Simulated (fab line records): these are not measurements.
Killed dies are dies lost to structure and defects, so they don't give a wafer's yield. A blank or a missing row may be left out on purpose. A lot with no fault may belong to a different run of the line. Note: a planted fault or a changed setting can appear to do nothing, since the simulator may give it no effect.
Matching of chambers	flow n5-finfet	N5_DUMMY_GATE_ETCH_29 on rie-diel-02: 4 sister chambers
The step etches underlayer in N2/H2, target depth 13 nm. 4 wafers are shown with their chamber, then 9 later ones without.

WAFERS PAIRED WITH THEIR CHAMBERS
wafer	chamber	throttle-valve-pct (%)
L080.4	2	18.27
L086.5	1	18.05
L087.2	0	17.34
L087.6	3	17.75

WAFERS MISSING THEIR CHAMBER
wafer	throttle-valve-pct (%)
L088.1	17.34
L088.2	18.07
L088.3	17.78
L094.2	18.33
L094.3	17.36
L094.5	18.32
L097.2	18.11
L097.4	17.37
L097.5	17.78

THE CHAMBER EACH PASSED THROUGH
wafer	from the rows above	in truth
L088.1	0	0
L088.2	1	1
L088.3	3	3
L094.2	2	2
L094.3	0	0
L094.5	2	2
L097.2	1	1
L097.4	0	0
L097.5	3	3
Placed correctly: 9 of 9. Left unplaced by these rows: 0. Number placed wrongly: 0.
How it was worked out, from the rows above alone: a wafer's distance from a chamber is the root of the sum, over the readings, of the square of ((its reading less the chamber's mean) divided by the reading's scatter). The wafer belongs to the nearest chamber; if the next one is less than 2 further off, it can't be placed. The mean given for a chamber averages the wafers shown for that chamber. The scatter: root of mean squared gap, hidden wafer to nearest shown wafer, with one shown wafer a chamber.
